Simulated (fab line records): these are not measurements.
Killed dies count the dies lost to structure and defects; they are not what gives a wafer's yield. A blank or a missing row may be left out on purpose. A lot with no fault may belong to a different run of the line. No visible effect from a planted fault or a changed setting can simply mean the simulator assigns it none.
What tool caused it? -- flow n5 finfet -- 9 lots, 27 wafers sampled, at 3 steps of a route of 1938

== WHAT EACH GAUGE READ, for each wafer ==
N5_BEOL_M4_RC_MEAS_101. Usual: DIBL_N 36.5 mV/V, standard deviation 1.4; DIBL_P 36.6 mV/V, standard deviation 1.6; IOFF_N 0.160 nA/um, standard deviation 0.024; IOFF_P 0.217 nA/um, standard deviation 0.029; ION_N 674 uA/um, standard deviation 8.7; ION_P 464 uA/um, standard deviation 6.5; SS_N 71.6 mV/dec, standard deviation 0.47; SS_P 73.4 mV/dec, standard deviation 0.57; VT_N 250.0 mV, standard deviation 2.5; VT_P -250 mV, standard deviation 3.1.
lot,measured,on,DIBL_N (mV/V),DIBL_P (mV/V),IOFF_N (nA/um),IOFF_P (nA/um),ION_N (uA/um),ION_P (uA/um),SS_N (mV/dec),SS_P (mV/dec),VT_N (mV),VT_P (mV),flag
L115,day 8 06:04,prober-02,34.3 35.2 35.5,35.8 36.7 36.3,0.140 0.143 0.152,0.193 0.203 0.208,663 666 671,465 461 462,71.6 71.8 71.7,72.8 72.6 73.3,250.5 251.5 249.1,-251 -251 -249,
L117,day 9 01:41,prober-02,34.9 33.5 35.1,35.5 33.6 36.0,0.155 0.128 0.159,0.228 0.191 0.224,680 667 687,471 466 471,71.6 71.3 72.0,73.5 72.9 73.1,249.3 252.2 249.7,-249 -252 -247,
L120,day 9 20:58,prober-01,36.2 35.4 36.4,36.6 34.5 37.0,0.161 0.140 0.168,0.244 0.202 0.238,670 670 679,472 462 470,71.7 71.5 71.6,74.0 72.5 73.5,248.0 250.6 248.6,-245 -246 -246,
L121,day 10 00:01,prober-01,38.3 35.9 37.5,38.1 33.7 36.4,0.188 0.130 0.166,0.269 0.193 0.238,683 663 663,473 467 462,71.7 71.6 72.2,74.7 72.2 73.8,248.0 253.9 250.4,-245 -249 -250,
L122,day 10 11:13,prober-01,36.3 37.1 36.9,37.3 37.9 37.7,0.169 0.187 0.176,0.261 0.267 0.256,678 673 689,474 474 474,71.1 72.0 71.9,74.2 73.4 73.4,248.6 245.1 248.4,-245 -243 -244,
L127,day 11 17:27,prober-01,36.7 36.7 37.4,37.3 37.1 37.0,0.152 0.151 0.160,0.193 0.202 0.198,677 673 665,458 455 454,72.3 71.3 71.6,73.5 74.2 73.4,249.6 251.6 251.6,-254 -253 -254,
L132,day 12 14:25,prober-01,36.7 36.8 35.0,38.8 39.0 36.9,0.167 0.173 0.146,0.226 0.231 0.194,666 669 672,463 459 460,72.0 71.6 71.7,74.2 73.8 73.3,249.4 250.7 250.6,-253 -250 -252,
L135,day 12 22:23,prober-01,35.9 34.7 35.5,35.8 34.1 34.8,0.153 0.133 0.139,0.224 0.208 0.221,681 670 662,465 466 465,71.5 70.7 71.4,73.0 73.3 73.3,249.2 252.9 250.5,-249 -246 -246,
L137,day 13 16:08,prober-02,37.0 36.4 36.7,36.3 36.3 36.4,0.169 0.166 0.173,0.218 0.213 0.222,677 682 680,459 464 464,72.2 71.4 72.0,72.9 74.0 73.8,249.2 247.6 247.2,-251 -252 -249,

N5_BEOL_M12_OCD_MEAS_35. Usual: trench depth nm at 319 nm, with a standard deviation of 4.2.
lot,measured,on,trench depth nm (nm),flag
L115,day 11 07:08,ocd-01,313 317 313,
L117,day 11 14:45,ocd-01,317 319 311,
L120,day 12 14:03,ocd-01,316 322 318,
L121,day 12 16:29,ocd-01,326 319 319,
L122,day 12 21:29,ocd-02,324 318 321,
L127,day 14 11:32,ocd-01,320 325 315,
L132,day 15 01:19,ocd-01,317 319 319,
L135,day 15 09:59,ocd-01,318 314 311,
L137,day 16 11:38,ocd-01,321 327 317,

== TOOL THAT RAN EACH LOT (tool first, then ch and the chambers of the sampled wafers, then the start) ==
lot,N5_BEOL_M12_TRENCH_ETCH_34
L115,"rie diel-01 ch 0,1, day 11 06:58"
L117,"rie diel-01 ch 0,1, day 11 14:35"
L120,"rie diel-02 ch 0,2,3, day 12 13:54"
L121,"rie diel-06 ch 0,2,3, day 12 16:20"
L122,"rie diel-01 ch 2,3, day 12 21:20"
L127,"rie diel-06 ch 0,2,3, day 14 11:22"
L132,"rie diel-06 ch 0,1,3, day 15 01:10"
L135,"rie diel-01 ch 0,1,3, day 15 09:50"
L137,"rie diel-01 ch 1,2,3, day 16 11:29"
- N5_BEOL_M12_TRENCH_ETCH_34: etches SiOC in C4F8/O2/Ar, target depth 318.95 nm, time 125.5 s.

== AS READ BY THE TOOLS THEMSELVES (means over the sampled wafers that have a number; for cases with no such wafer, the mark the record gives instead) ==
N5_BEOL_M12_TRENCH_ETCH_34. Usual: C4F8_flow_sccm 15.00 sccm, standard deviation 0.042; O2_flow_sccm 8.003 sccm, standard deviation 0.023; drypump motor current A 5.7 A, standard deviation 0.46; he outer torr 30.00 Torr, standard deviation 0.062; oes product au 0.79 a.u., standard deviation 0.08; rf vpp V 666 V, standard deviation 3.5; showerhead plenum p Torr 3.45 Torr, standard deviation 0.12; throttle valve pct 24.20 %, standard deviation 0.22.
lot,tool,C4F8_flow_sccm (sccm),O2_flow_sccm (sccm),drypump motor current A (A),he outer torr (Torr),oes product au (a.u.),rf vpp V (V),showerhead plenum p Torr (Torr),throttle valve pct (%),flag
L115,rie diel-01,15.01,8.002,5.6,30.03,0.75,664,3.37,24.34,
L117,rie diel-01,14.98,7.994,5.6,30.07,0.77,667,3.48,24.18,
L120,rie diel-02,15.00,8.017,5.9,30.01,0.79,667,3.49,24.03,
L121,rie diel-06,15.01,8.004,5.9,30.00,0.77,666,3.41,24.38,
L122,rie diel-01,14.97,8.017,5.4,30.05,0.88,668,3.50,24.20,
L127,rie diel-06,15.02,8.010,5.8,30.00,0.75,665,3.40,24.39,
L132,rie diel-06,15.00,7.981,5.7,30.01,0.79,664,3.34,24.24,
L135,rie diel-01,15.00,7.997,5.8,30.02,0.72,666,3.44,24.27,
L137,rie diel-01,15.01,8.011,5.6,29.99,0.79,669,3.52,24.19,

== THE ANSWER, worked out from the rows above alone ==
Rule: lot off if the mean of its wafers having a number is beyond 3 standard deviations from the usual mean. Also off: a lot with no number at a reading for which 4 or more lots have one. Where the step has rows for the other lots, those lots are counted as sound. After the gauges, taken in route order, come the tools' own readings; for these a lot's mean is taken, as printed above. The first step at which some lot is off is used, and at that step the reading that is off furthest; a lot without a number counts as furthest.
No lot is off at any reading shown: from this, nothing can be told.

== WHAT THE SIMULATOR HAD INSERTED ==
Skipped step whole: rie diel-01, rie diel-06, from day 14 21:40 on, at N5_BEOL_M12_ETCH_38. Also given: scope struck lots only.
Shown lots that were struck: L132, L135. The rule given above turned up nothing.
